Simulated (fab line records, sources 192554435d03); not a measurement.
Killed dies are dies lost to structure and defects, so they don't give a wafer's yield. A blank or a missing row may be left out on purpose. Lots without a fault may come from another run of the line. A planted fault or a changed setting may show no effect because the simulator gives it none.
A struck lot beside a sound one | flow n5_finfet | 14 steps out of a route of 1938
Sound: wafers L458.1, L458.4, L458.6. Struck: wafer L469.1. (L469.2, L469.3 of the same lot were not struck and are left out.) The cause comes at the end.
At each step with rows: each side's tool, then ch and its chambers, then its first start. Under that, the readings that differ: sound wafers | struck wafers | difference of the means | sigmas: that difference in standard deviations of wafers without a fault.
alike: readings whose means differ by less than 2 such deviations, and words and numbers that are the same on both sides. not compared: withheld readings, readings that some wafer has no value for, bounds like >300 that may hide the same value, and numbers for which the record gives no deviation and whose values overlap.
The two part at a step that has a row with sigmas, a row that says differs or no value, or rows on one side only. Numbers that don't overlap but have no deviation are shown without sigmas and don't part them. A reading that every wafer of one side lacks parts them only if that side has two wafers or more.

first, 1 step without rows for these wafers: N5_BEOL_M5_SPUTTER_81 (material Cu, target thk 15 nm, time 27.62 s).
N5_BEOL_M5_ANNEAL_82: time 1800 s.
  sound on pvd_sputter-01, day 9 01:19; struck on pvd_sputter-02, day 11 14:34
  alike: heater_power_w
N5_BEOL_M5_SPUTTER_83: material Cu, target thk 15 nm, time 27.62 s.
  sound on pvd_sputter-01, day 9 02:20; struck on pvd_sputter-02, day 11 15:34
  alike: throttle_valve_pct
N5_BEOL_M5_ANNEAL_84: time 1800 s.
  sound on pvd_sputter-01, day 9 02:25; struck on pvd_sputter-02, day 11 15:39
  alike: heater_power_w
then, 1 step without rows for these wafers: N5_BEOL_M5_SPUTTER_88 (material Cu, target thk 15 nm, time 27.62 s).
N5_BEOL_M5_ANNEAL_89: time 1800 s.
  sound on pvd_sputter-01, day 9 03:30; struck on pvd_sputter-02, day 11 16:44
  alike: heater_power_w
then, 2 steps without rows for these wafers: N5_BEOL_M5_SPUTTER_90 (material Cu, target thk 4.5 nm, time 8.29 s); N5_BEOL_M5_ECD_50 (material Cu, target thk 300 nm).
N5_BEOL_M5_ANNEAL_51: time 90 s.
  sound on rtp_anneal-02 ch 0, day 9 04:59; struck on rtp_anneal-02 ch 0, day 11 17:56
  alike: wafer_temp_C_max
then, 1 step without rows for these wafers: N5_BEOL_M5_CMP_52 (polishes, stops on SiCOH lowk, t overpolish 6.9 s, target thk 62 nm).
N5_BEOL_M5_THK_MEAS_53: measures by xrf.
  sound on film_metro-01, day 9 05:35; struck on film_metro-02, day 11 18:32
  alike: M5_THK
then, 1 step without rows for these wafers: N5_BEOL_M5_PRE_CLEAN_77 (time 15 s).
N5_BEOL_M5_CO_CAP_78: material Co, precursor CCTBA/H2, target thk 2 nm, time 102.1 s.
  sound on cvd_co-01 ch 0,1, day 9 05:40; struck on cvd_co-02 ch 2, day 11 18:37
  reading                                   | sound             | struck | difference | sigmas
  run_length_s (s)                          | 124.6 125.0 124.5 | 99.4   | -25.3      | -53
  model.Co_of_BEOL_M5_CO_CAP_78.thk_nm (nm) | 2 2 2             | 1.6    | -0.4       |
  alike: heater_power_w
then, 1 step without rows for these wafers: N5_BEOL_M5_PRE_CLEAN_55 (time 15 s).

WHERE THEY PART
Only at N5_BEOL_M5_CO_CAP_78, within this record.

WHY: what the simulator had put in
Process parameter drift: cvd_co-02, from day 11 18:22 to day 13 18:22, at N5_BEOL_M5_CO_CAP_78. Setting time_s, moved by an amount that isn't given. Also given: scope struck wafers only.
